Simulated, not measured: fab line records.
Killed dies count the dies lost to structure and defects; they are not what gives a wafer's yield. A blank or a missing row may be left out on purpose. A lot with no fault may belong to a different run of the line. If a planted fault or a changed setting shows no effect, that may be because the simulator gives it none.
Matching of chambers    flow nand_harc    pecvd-04 running NHARC_A_STAIRCASE_DEP_156: 3 sister chambers
The step deposits SiNx, target thk 50 nm. 14 wafers are shown with their chamber, then 7 later ones without.

WAFERS PAIRED WITH THEIR CHAMBERS
wafer   chamber  heater_power_w (W)  rf_fwd_power_W (W)
L077.1  0        746                 446.4
L077.4  1        795                 448.2
L077.5  0        771                 448.2
L083.1  1        774                 448.8
L083.3  0        669                 452.2
L083.6  1        772                 449.3
L084.1  2        806                 448.6
L084.2  1        756                 446.9
L084.5  2        791                 448.7
L090.3  0        681                 449.5
L090.4  1        691                 447.7
L090.5  2        754                 445.4
L094.3  2        729                 446.7
L094.5  1        691                 451.9

SIGNATURES (means of the wafers above)
reading         chamber 0  chamber 1  chamber 2  scatter within a chamber
heater_power_w  716.75     746.50     770.00     43.7
rf_fwd_power_W  449.075    448.800    447.350    1.92
Rule: for each reading, subtract the chamber's mean from the wafer's reading, divide by that reading's scatter and square the result; add these up over the readings and take the root, which gives the wafer's distance from the chamber. If the next closest chamber is less than 2 further off than the closest, the wafer can't be placed; otherwise it belongs to the closest. The scatter is the square root of a quotient: the sum, over the shown wafers, of each reading's squared deviation from its chamber's mean, divided by wafers minus chambers.

WAFERS WITHOUT THEIR CHAMBER
wafer   heater_power_w (W)  rf_fwd_power_W (W)
L094.6  756                 448.9
L093.1  724                 450.3
L093.4  737                 449.0
L093.5  742                 451.5
L096.1  775                 447.8
L096.2  649                 448.0
L096.5  781                 448.7

CHAMBER TAKEN BY EACH
wafer   from the rows above           in truth
L094.6  can't be placed: 1 or 2 or 0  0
L093.1  can't be placed: 0 or 1 or 2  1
L093.4  can't be placed: 1 or 0 or 2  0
L093.5  can't be placed: 0 or 1 or 2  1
L096.1  can't be placed: 2 or 1 or 0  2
L096.2  can't be placed: 0 or 1 or 2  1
L096.5  can't be placed: 2 or 1 or 0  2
Correct placement for 0 of the 7. Can't be placed from these rows: 7 (the true chamber is among the candidates in 7). Wrongly placed: 0.
